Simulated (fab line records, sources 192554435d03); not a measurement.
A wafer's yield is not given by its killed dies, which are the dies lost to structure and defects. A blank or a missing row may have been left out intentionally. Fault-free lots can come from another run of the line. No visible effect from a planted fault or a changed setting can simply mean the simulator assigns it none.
Matching of chambers    flow n5_finfet    3 sister chambers for N5_BEOL_M11_PECVD_70 on pecvd-04
The step deposits SiO2 from TEOS/O2, target thk 20 nm, time 22.7 s. 6 wafers are shown with their chamber, then 7 later ones without.

== WAFERS, EACH WITH ITS CHAMBER ==
wafer   chamber  throttle_valve_pct (%)  heater_power_w (W)
L319.5  0        22.6                    722
L320.1  1        21.5                    804
L320.2  2        21.1                    610
L320.4  2        21.2                    602
L323.4  0        22.5                    776
L323.5  1        21.5                    805

== WAFERS MISSING THEIR CHAMBER ==
wafer   throttle_valve_pct (%)  heater_power_w (W)
L323.6  21.4                    772
L305.2  22.5                    719
L305.3  21.6                    931
L305.5  21.6                    896
L326.1  21.4                    676
L326.3  22.5                    728
L326.6  22.3                    742

== CHAMBER TAKEN BY EACH ==
wafer    from the rows above       in truth
L323.6   1                         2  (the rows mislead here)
L305.2   0                         0
L305.3   1                         1
L305.5   1                         1
L326.1   can't be placed: 2 or 1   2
L326.3   0                         0
L326.6   0                         0
5 of 7 placed correctly. Can't be placed from these rows: 1 (the true chamber is among the candidates in 1). Placed wrongly: 1.
How it was worked out, from the rows above alone: a wafer's distance from a chamber is the root of the sum, over the readings, of the square of ((its reading less the chamber's mean) divided by the reading's scatter). The wafer belongs to the nearest chamber; if the next one is less than 2 further off, it can't be placed. A chamber's mean is the mean of its shown wafers. How the scatter is found: for the shown wafers, subtract from each reading the mean of its chamber, square and add these, divide the total by (wafers less chambers), then take the root.
